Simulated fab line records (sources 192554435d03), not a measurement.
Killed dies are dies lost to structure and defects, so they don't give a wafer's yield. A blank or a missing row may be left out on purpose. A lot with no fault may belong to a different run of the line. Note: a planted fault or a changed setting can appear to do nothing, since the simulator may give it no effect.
fab line records | flow n5Finfet
record: lots: 4 | wafers: 12 | lastDay: 16
route steps=1938 shown BEOL_M3@1006 BEOL_M4@1021 PASSIVATION@1936
lots untouched by any fault: they come from a run of this same line in which no faults occurred
startH: hours from the record's first day to the start of the lot's first wafer shown | waitH: hours since the lot's step before | " identical to the entry in the row above | L1.1+2: a row that stands for several wafers | - either no value or no given start | * or withheld: withheld | < > ~ a bound
route shown NAME@n: NAME is a module with steps in the file, n the number in the route of the first one | usual: the fault-free wafers' mean and standard deviation | same: alike in all rows | chamber/n: place in a boat | sites: each site's reading | _std_site: their standard deviation | _edge_site: mean of outer sites minus mean of inner sites | radiusMm: how far each site lies from the wafer's centre | mask NAME#n: copy n | behind: the tool/chamber that last shaped the wafer | hold: reason for holding the lot/hours on hold/outcome of the hold | device: which transistor (n, p or np) failed to switch | end of line: the same wafers' tests at the end of the route | a step with no rows: only its recipe | killed: dies that structure and defects cost at the first sort, which is not the same as the wafer's yield | map: a wafer's dies, x killed, . not, _ none there
set.NAME: the setting as run; set.NAME@STEP: as run at that earlier step | model.NAME: the simulator's own value behind a step, which no gauge read
lots at some steps of the route; a table a step, a row a wafer
services: when a tool's chamber went out of use (startH, in hours from the record's first day, below 0 if earlier), for how many hours, and the reason
== steps ==
step: N5_BEOL_M3_SPUTTER_92
recipe: material: Cu | targetThkA: 45 | tempC: -20 | chamberPressurePa: 0.07 | powerW: withheld | timeS: 8.29
step: N5_BEOL_M3_ANNEAL_93
recipe: tempC: 400 | timeS: 240 | ambient: vacuum
step: N5_BEOL_M3_SPUTTER_94
recipe: material: Cu | targetThkA: 45 | tempC: -20 | chamberPressurePa: 0.07 | powerW: withheld | timeS: 8.29
step: N5_BEOL_M3_ANNEAL_95
recipe: tempC: 400 | timeS: 240 | ambient: vacuum
step: N5_BEOL_M3_SPUTTER_96
recipe: material: Cu | targetThkA: 45 | tempC: -20 | chamberPressurePa: 0.07 | powerW: withheld | timeS: 8.29
step: N5_BEOL_M3_ECD_50
recipe: material: Cu | targetThkA: 3000
step: N5_BEOL_M3_ANNEAL_51
recipe: tempC: 225 | timeS: 90 | ambient: N2
step: N5_BEOL_M3_CMP_52
recipe: stopOn: SiOC | tOverpolishS: 6.8 | downForcePsi: 1 | platenRpm: 50 | clearingPlatenDownForcePsi: 1.5 | clearingPlatenRpm: 50 | postCmpClean: cuAlkaline | targetThkNm: 40 | clearingPlatenPadVelocityMS: 0.99484 | padVelocityMS: 0.99484
step: N5_BEOL_M3_PRE_CLEAN_60
recipe: gas: NH3/H2 | timeS: 15 | tempC: * | rfPowerW: 300
step: N5_BEOL_M3_CO_CAP_55
recipe: material: Co | targetThkA: 20 | tempC: 200 | precursor: CCTBA/H2 | pressureTorr: 30 | timeS: 102.1
step: N5_BEOL_M3_PRE_CLEAN_56
recipe: gas: NH3 | timeS: 15 | tempC: withheld | rfPowerW: 300
step: N5_BEOL_M3_DEP_57
recipe: material: SiCN | targetThkA: 80 | tempC: withheld | precursor: 3MS/NH3 | pressureTorr: 3 | rfW: 202 | timeS: 14
usual: chamberPressureTorr: 3.000/0.0073 | showerheadPlenumPTorr: 3.666/0.011 | showerheadVppV: 870/37 | throttleValvePct: 9.2/0.46
lot.wafer | tool     | chamber | startH | waitH | chamberPressureTorr | showerheadPlenumPTorr | showerheadVppV | throttleValvePct
L542.1    | pecvd-02 | 2       | 163.24 | 0.0   | 3.003               | 3.663                 | 933            | 8.4
L542.2    | "        | 1       | "      | "     | 3.003               | 3.667                 | 893            | 8.9
L542.4    | "        | 1       | "      | "     | 3.009               | 3.666                 | 887            | 8.7
L552.1    | pecvd-02 | 1       | 241.44 | 0.0   | 3.008               | 3.658                 | 893            | 8.8
L552.3    | "        | 0       | "      | "     | 3.000               | 3.658                 | 810            | 9.4
L552.4    | "        | 2       | "      | "     | 2.999               | 3.662                 | 921            | 8.7
L557.2    | pecvd-02 | 0       | 271.48 | 0.0   | 2.992               | 3.656                 | 804            | 9.4
L557.4    | "        | 0       | "      | "     | 3.000               | 3.659                 | 805            | 9.6
L557.5    | "        | 2       | "      | "     | 3.007               | 3.671                 | 937            | 8.5
L559.2    | pecvd-04 | 2       | 277.32 | 0.0   | 3.004               | 3.651                 | 898            | 8.7
L559.3    | "        | 1       | "      | "     | 3.006               | 3.680                 | 868            | 9.5
L559.5    | "        | 0       | "      | "     | 2.976               | 3.687                 | 881            | 9.8
step: N5_BEOL_M3_INSPECT_59
recipe: inspectInstrument: darkfield | mode: postDep
usual: rawDefectCount: 75/26
lot.wafer | tool             | chamber | startH | waitH | rawDefectCount
L542.1    | defectInspect-02 | -       | 163.33 | 0.0   | 72
L542.2    | "                | -       | "      | "     | 69
L542.4    | "                | -       | "      | "     | 88
L552.1    | defectInspect-01 | -       | 241.54 | 0.0   | 86
L552.3    | "                | -       | "      | "     | 80
L552.4    | "                | -       | "      | "     | 691
L557.2    | defectInspect-02 | -       | 271.59 | 0.0   | 70
L557.4    | "                | -       | "      | "     | 85
L557.5    | "                | -       | "      | "     | 782
L559.2    | defectInspect-02 | -       | 277.42 | 0.0   | 65
L559.3    | "                | -       | "      | "     | 116
L559.5    | "                | -       | "      | "     | 94
step: N5_BEOL_M4_ILD_DEP_00
recipe: material: SiOC | targetThkA: 790 | tempC: 350 | precursor: DEMS/O2 | pressureTorr: 5 | rfW: 500 | timeS: 15.3
step: N5_BEOL_M4_PECVD_72
recipe: material: SiO2 | targetThkA: 160 | tempC: 400 | precursor: TEOS/O2 | pressureTorr: 5.5 | rfW: 450 | teosFlowSccm: 53.8 | gas: O2 | flowSccm: 3000 | timeS: 18
step: N5_BEOL_M4_HM_DEP_02
recipe: material: TiN | targetThkA: 200 | tempC: 25 | chamberPressurePa: 0.49996
step: N5_BEOL_M4_COAT_61
recipe: resist: SOC | tempC: 250 | timeS: 60 | spinRpm: 1500 | resistThkNm: 60
step: N5_BEOL_M4_COAT_62
recipe: resist: SiARC | tempC: 220 | timeS: 60 | spinRpm: 1500 | resistThkNm: 12
step: N5_BEOL_M4_COAT_73
recipe: resist: underlayer | tempC: 205 | timeS: 60 | spinRpm: 1500 | resistThkNm: 5
step: N5_BEOL_M4_COAT_05
recipe: resist: CAR-EUV | spinRpm: 1500 | resistThkNm: 30
step: N5_BEOL_M4_EBR_07
recipe: solvent: PGMEA | ebrWidthMm: 1.5
step: N5_BEOL_M4_SOFTBAKE_06
recipe: tempC: 110 | timeS: 60 | resist: CAR-EUV
step: N5_BEOL_M4_EXPOSE_08
recipe: maskId: M4 | na: 0.33 | sourceShape: dipole | sigmaInner: 0.369 | sigmaOuter: 0.767 | polarization: unpolarized | doseMj: 41.25
step: N5_BEOL_M4_PEB_09
recipe: pebTempC: 100 | pebTimeS: 60 | resist: CAR-EUV
step: N5_BEOL_M4_DEVELOP_10
recipe: developTimeS: 30 | developer: TMAH | resist: CAR-EUV | rinseLiquid: surfactantRinse | dry: airSpin | devTempC: 23
step: N5_BEOL_M4_INSPECT_13
recipe: mode: adi | inspectInstrument: brightfield
usual: rawDefectCount: 429/100
lot.wafer | tool             | chamber | startH | waitH | rawDefectCount
L542.1    | defectInspect-01 | -       | 165.27 | 0.1   | 267
L542.2    | "                | -       | "      | "     | 323
L542.4    | "                | -       | "      | "     | 351
L552.1    | defectInspect-02 | -       | 244.75 | 0.1   | 554
L552.3    | "                | -       | "      | "     | 459
L552.4    | "                | -       | "      | "     | 1049
L557.2    | defectInspect-02 | -       | 272.62 | 0.0   | 499
L557.4    | "                | -       | "      | "     | 775
L557.5    | "                | -       | "      | "     | 1219
L559.2    | defectInspect-02 | -       | 280.67 | 0.0   | 582
L559.3    | "                | -       | "      | "     | 575
L559.5    | "                | -       | "      | "     | 359
step: N5_BEOL_M4_DESCUM_16
recipe: chemistry: O2 | timeS: 7 | sourcePowerW: 50 | biasPowerW: 20 | pressureMtorr: 20 | rfFrequencyHz: 2.712e+07 | tempC: 40 | resist: CAR-EUV | o2FlowSccm: 225
step: N5_BEOL_M4_RC_MEAS_101
usual: DIBL_N: 36.0/1.6 | DIBL_P: 35.8/2 | IOFF_N: 0.152/0.03 | IOFF_P: 0.20/0.031 | ION_N: 670/12 | ION_P: 459/7.4 | SS_N: 71.5/0.56 | SS_P: 73.2/0.64 | VT_N: 251/3.5 | VT_P: -252/3.3
lot.wafer | tool      | chamber | startH | waitH | DIBL_N[mV/V] | DIBL_P[mV/V] | IOFF_N[nA/um] | IOFF_P[nA/um] | ION_N[uA/um] | ION_P[uA/um] | SS_N[mV/dec] | SS_P[mV/dec] | VT_N[mV] | VT_P[mV]
L542.1    | prober-02 | 0       | 199.73 | 0.0   | 34.3         | 33.1         | 0.119         | 0.18          | 647          | 450          | 70.8         | 73.2         | 255      | -250
L542.2    | "         | 0       | "      | "     | 35.3         | 35.9         | 0.155         | 0.23          | 677          | 464          | 71.1         | 73.7         | 247      | -246
L542.4    | "         | 0       | "      | "     | 37.4         | 37.9         | 0.198         | 0.26          | 691          | 466          | 71.9         | 74.3         | 244      | -245
L552.1    | prober-02 | 0       | 252.74 | 0.0   | 35.8         | 35.9         | 0.134         | 0.17          | 677          | 452          | 71.8         | 72.7         | 252      | -258
L552.3    | "         | 0       | "      | "     | 34.8         | 35.0         | 0.128         | 0.16          | 663          | 452          | 70.9         | 72.8         | 250      | -256
L552.4    | "         | 0       | "      | "     | 35.9         | 37.1         | 0.146         | 0.19          | 666          | 454          | 72.0         | 74.0         | 250      | -253
L557.2    | prober-02 | 0       | 284.50 | 0.2   | 37.6         | 37.2         | 0.168         | 0.21          | 667          | 453          | 72.0         | 74.2         | 252      | -253
L557.4    | "         | 0       | "      | "     | 38.1         | 37.7         | 0.174         | 0.22          | 679          | 465          | 71.8         | 73.9         | 251      | -250
L557.5    | "         | 0       | "      | "     | 40.1         | 39.8         | 0.233         | 0.26          | 684          | 460          | 72.2         | 74.7         | 246      | -249
L559.2    | prober-02 | 0       | 292.00 | 0.2   | 35.6         | 32.7         | 0.127         | 0.16          | 656          | 443          | 71.8         | 73.0         | 254      | -257
L559.3    | "         | 0       | "      | "     | 35.2         | 33.2         | 0.122         | 0.15          | 659          | 443          | 71.1         | 73.0         | 256      | -258
L559.5    | "         | 0       | "      | "     | 34.1         | 32.0         | 0.109         | 0.14          | 673          | 459          | 71.4         | 71.8         | 257      | -258
step: N5_PASSIVATION_PROBE_49
usual: defectLimitedYield: 91.6/1.4 | killed_at_M0_to_M3: 33/10 | killed_at_M4_up: 13/5.3 | killedAtContacts: 13/5.9 | killedAtFrontEnd: 36/12 | killedAtOther: 4/3.1 | killedDies: 99/16 | killedOnRim: 13/4.2 | killedOpen: 65/13 | killedShort: 32/7.3 | sort_bin_5_function: 4.9/0.9 | sort_bin_6_memory: 3.1/0.66 | sort_bin_8_speed: 0.0/0.42 | sortNPass: 1081/17 | sortYieldPct: 91.6/1.4
same: grossDies: 1180 | killedAtBackSide: 0 | sort_bin_4_leakage[%]: 0
lot.wafer | tool      | chamber | startH | waitH | defectLimitedYield[%] | killed_at_M0_to_M3 | killed_at_M4_up | killedAtContacts | killedAtFrontEnd | killedAtOther | killedDies | killedOnRim | killedOpen | killedShort | sort_bin_5_function[%] | sort_bin_6_memory[%] | sort_bin_8_speed[%] | sortNPass | sortYieldPct[%]
L542.1    | prober-01 | -       | 306.04 | 0.0   | 89.9                  | 54                 | 14              | 13               | 36               | 2             | 119        | 15          | 75         | 41          | 6.0                    | 3.6                  | 0.1                 | 1060      | 89.8
L542.2    | prober-01 | -       | 306.09 | 0.1   | 93.5                  | 32                 | 12              | 6                | 27               | 0             | 77         | 6           | 45         | 30          | 4.0                    | 2.5                  | 0                   | 1103      | 93.5
L542.4    | prober-01 | -       | 306.19 | 0.2   | 92.7                  | 44                 | 6               | 3                | 32               | 1             | 86         | 8           | 46         | 38          | 3.6                    | 3.2                  | 0                   | 1094      | 92.7
L552.1    | prober-02 | -       | 353.36 | 0.0   | 92.1                  | 19                 | 22              | 5                | 41               | 6             | 93         | 9           | 58         | 27          | 4.7                    | 2.8                  | 0                   | 1087      | 92.1
L552.3    | prober-02 | -       | 353.46 | 0.1   | 92.9                  | 33                 | 10              | 18               | 23               | 0             | 84         | 12          | 50         | 32          | 4.4                    | 2.5                  | 0                   | 1096      | 92.9
L552.4    | prober-02 | -       | 353.51 | 0.2   | 84.2                  | 129                | 8               | 21               | 24               | 4             | 186        | 28          | 49         | 33          | 10.4                   | 2.9                  | 0                   | 994       | 84.2
L557.2    | prober-02 | -       | 391.42 | 0.1   | 95.0                  | 21                 | 5               | 2                | 30               | 1             | 59         | 7           | 46         | 12          | 3.1                    | 1.8                  | 0                   | 1121      | 95.0
L557.4    | prober-02 | -       | 391.52 | 0.2   | 92.0                  | 33                 | 3               | 18               | 36               | 4             | 94         | 10          | 58         | 36          | 4.7                    | 3.1                  | 0                   | 1086      | 92.0
L557.5    | prober-02 | -       | 391.57 | 0.2   | 83.1                  | 138                | 7               | 17               | 34               | 3             | 199        | 35          | 47         | 36          | 10.3                   | 4.4                  | 0                   | 981       | 83.1
L559.2    | prober-02 | -       | 394.09 | 0.1   | 90.3                  | 39                 | 13              | 9                | 52               | 1             | 114        | 19          | 68         | 38          | 5.4                    | 3.5                  | 0                   | 1066      | 90.3
L559.3    | prober-02 | -       | 394.14 | 0.1   | 90.3                  | 26                 | 15              | 21               | 49               | 3             | 114        | 14          | 82         | 32          | 5.7                    | 3.6                  | 0                   | 1066      | 90.3
L559.5    | prober-02 | -       | 394.24 | 0.2   | 94.2                  | 19                 | 9               | 7                | 32               | 2             | 69         | 8           | 40         | 23          | 3.4                    | 2.2                  | 0                   | 1111      | 94.2
killed by level:class
L542.1 BEOL_M0_SAQP:geometricParticle:short=17 BEOL_M0_SAQP:geometricParticle:open=11 MOL_CONTACT_COAG:geometricParticle:open=10 STI_FIN_REVEAL:geometricParticle:open=9 BEOL_M0:geometricParticle:open=8 BEOL_M2:geometricParticle:open=6 BEOL_M4:geometricParticle:open=6 DUMMY_GATE:geometricParticle:open=5
L542.2 BEOL_M0_SAQP:geometricParticle:short=11 BEOL_M0_SAQP:geometricParticle:open=8 STI_FIN_REVEAL:geometricParticle:open=6 DUMMY_GATE:geometricParticle:open=5 GATE_CUT:geometricParticle:short=4 BEOL_M4:geometricParticle:open=4 MOL_CONTACT_COAG:geometricParticle:open=3 BEOL_M0:geometricParticle:open=3
L542.4 BEOL_M0_SAQP:geometricParticle:open=14 BEOL_M0_SAQP:geometricParticle:short=13 STI_FIN_REVEAL:geometricParticle:open=7 STARTING-WAFER:geometricParticle:short=5 FIN_SAQP:geometricParticle:short=4 BEOL_M0:geometricParticle:short=4 BEOL_M0:geometricParticle:open=4 BEOL_M4:geometricParticle:open=4
L552.1 DUMMY_GATE:geometricParticle:open=7 FIN_SAQP:geometricParticle:open=5 STI_FIN_REVEAL:geometricParticle:open=5 BEOL_M4:geometricParticle:open=5 HKMG_FIN:areaEtch=5 MOL_CONTACT_COAG:geometricParticle:open=4 BEOL_M1:geometricParticle:open=4 BEOL_M6:geometricParticle:open=4
L552.3 MOL_CONTACT_COAG:geometricParticle:open=13 BEOL_M0_SAQP:geometricParticle:open=10 BEOL_M0_SAQP:geometricParticle:short=10 FIN_SAQP:geometricParticle:short=5 MOL_CONTACT_COAG:geometricParticle:short=5 STI_FIN_REVEAL:geometricParticle:open=4 FIN_SAQP:geometricParticle:open=3 DUMMY_GATE:geometricParticle:open=3
L552.4 BEOL_M3:unspecified=104 MOL_CONTACT_COAG:geometricParticle:open=15 BEOL_M0_SAQP:geometricParticle:short=7 BEOL_M0_SAQP:geometricParticle:open=7 MOL_CONTACT_COAG:geometricParticle:short=6 FIN_SAQP:geometricParticle:open=5 GATE_CUT:geometricParticle:short=4 DUMMY_GATE:geometricParticle:open=3
L557.2 STI_FIN_REVEAL:geometricParticle:open=12 FIN_SAQP:geometricParticle:open=6 BEOL_M1:geometricParticle:open=6 BEOL_M0_SAQP:geometricParticle:open=5 BEOL_M3:geometricParticle:open=4 FIN_SAQP:geometricParticle:short=3 BEOL_M2:geometricParticle:open=3 STARTING-WAFER:geometricParticle:open=3
L557.4 MOL_CONTACT_COAG:geometricParticle:open=12 BEOL_M3:geometricParticle:open=9 GATE_CUT:geometricParticle:short=6 MOL_CONTACT_COAG:geometricParticle:short=6 BEOL_M0_SAQP:geometricParticle:open=6 BEOL_M1:geometricParticle:open=6 FIN_SAQP:geometricParticle:short=5 STI_FIN_REVEAL:geometricParticle:open=5
L557.5 BEOL_M3:unspecified=111 MOL_CONTACT_COAG:geometricParticle:open=13 STI_FIN_REVEAL:geometricParticle:open=9 BEOL_M1:geometricParticle:open=8 BEOL_M0_SAQP:geometricParticle:short=7 FIN_SAQP:geometricParticle:short=5 BEOL_M0_SAQP:geometricParticle:open=5 BEOL_M3:geometricParticle:short=5
L559.2 FIN_SAQP:geometricParticle:open=17 BEOL_M0_SAQP:geometricParticle:short=12 BEOL_M0_SAQP:geometricParticle:open=12 STI_FIN_REVEAL:geometricParticle:open=10 MOL_CONTACT_COAG:geometricParticle:open=8 BEOL_M1:geometricParticle:short=8 BEOL_M1:geometricParticle:open=7 HKMG_FIN:areaEtch=7
L559.3 STI_FIN_REVEAL:geometricParticle:open=17 MOL_CONTACT_COAG:geometricParticle:open=15 FIN_SAQP:geometricParticle:open=14 BEOL_M0_SAQP:geometricParticle:open=9 MOL_CONTACT_COAG:geometricParticle:short=6 BEOL_M4:geometricParticle:open=6 STI_FIN_REVEAL:geometricParticle:short=5 BEOL_M0_SAQP:geometricParticle:short=5
L559.5 FIN_SAQP:geometricParticle:open=8 FIN_SAQP:geometricParticle:short=6 MOL_CONTACT_COAG:geometricParticle:open=6 BEOL_M4:geometricParticle:open=6 BEOL_M0_SAQP:geometricParticle:short=5 BEOL_M0_SAQP:geometricParticle:open=4 STI_FIN_REVEAL:geometricParticle:open=3 ILD0:geometricParticle:short=3
map L552.4 (x killed, . not)
_________________....xx...x..________________
______________xx.x.........x...._____________
___________xxxxxx.x.x...x..x.......__________
__________xxxxxxxxx....x.........x.._________
________xxxxxxxxxx.x.x.........x....x._______
_______x.xxxxxxxxxx....................______
______xxxxxxxxxxxxxx...........x........_____
_____.xxxxxxxxxxxxx..x...................____
____.x.xxxxxxxxxxxx..x.x..................___
___....xx.xxxxxxxx.x......................x__
___.....xx.x.xxxx..x...........x........x..__
__.......x..x.x.x............x.......x......_
__......xx.............x.............x......_
_..x.......x.................................
_.......x.....x.................xx....x....x.
_...................x.....................x..
_................x..................x........
_.......................x......x.............
_.................x...x...............x......
_.........x.....x..................x.......x.
_x......................................x...x
__.........................................x_
__.....x.x......x.....x.......x.....xx......_
___.....x.x.....................x....x.....__
___........x.......x.......................__
____.................x.........x......x...___
_____...................x................____
______.xx................x.............._____
_______......xx..xx..................x.______
________.x.....................x......_______
__________..x......................._________
___________.................x......__________
______________......x....xx....._____________
_________________............________________
map L557.5 (x killed, . not)
_________________............________________
______________.x.x.............._____________
___________xxxxxx.xx.x......x......__________
__________xxxxxxxxx................._________
________xxxxxxxxxx.........x.........._______
_______xxxxxxxxxxxx.x..................______
______xxxxxxxxxxxxx..x...........xx....._____
_____.xxxxxxxxxxxx.x........x.......x....____
____.x..xxxxxxxxxxxx.................x...x___
___.x..xxxxxxxxxxxx..x.........xx..........__
___......xxxxxxxx.............x...........x__
__x.......xxxxx.xx..............x..........._
__......xx..x..x.......x..........x........._
_..x...................x.............x.......
_.x..x...................x...................
_.x....x.x........x....x..........x..........
_...............................x.x.......x..
_........................x...........x.......
_..............................x....x....x...
_.....x............x........................x
_.xx....x.......x............................
__.........................................x_
__....................x.......xx..x.x...x.x._
___.x..x...................................__
___x...............x.....................x.__
____.........x.........x...............x..___
_____.................x..x...............____
______...........x....x......x...x..x..._____
_______x.......................x.x....x______
________xx....................x.x....._______
__________.....x.x..........x......._________
___________x........x.........x....__________
______________...............x.._____________
_________________..x.x.......________________
== services ==
tool     | chamber | startH | hours | kind
pecvd-02 | -       | 165.07 | 2.8   | pm
pecvd-04 | 1       | 196.95 | 5.5   | scheduledDown
pecvd-04 | -       | 203.08 | 1.3   | repair
pecvd-02 | 1       | 233.21 | 2.1   | scheduledDown
pecvd-04 | 0       | 256.02 | 5.2   | repair
pecvd-02 | 0       | 273.00 | 5.5   | scheduledDown
== key ==
firstSign: step: N5_BEOL_M3_INSPECT_59 | reading: rawDefectCount | direction: up | sigmas: 25 | usual: 75 | struck: 736
effect: step: N5_BEOL_M4_INSPECT_13 | reading: rawDefectCount | direction: up | sigmas: 7 | usual: 429 | struck: 1134
effect: step: N5_PASSIVATION_PROBE_49 | reading: killed_at_M0_to_M3 | direction: up | sigmas: 10 | usual: 33 | struck: 134
moreKillsBornAt: N5_BEOL_M3_DEP_57@pecvd-02: 215
metAt N5_BEOL_M3_DEP_57
struckWafers L552.4,L557.5
onsetBetween 163.24 241.44
fault: kind: chamberParticleSource | tool: pecvd-02 | chamber: 2 | onsetH: 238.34 | steps: N5_BEOL_M3_DEP_57 | ratePerVisitCm2: 1.0083 | endH: 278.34
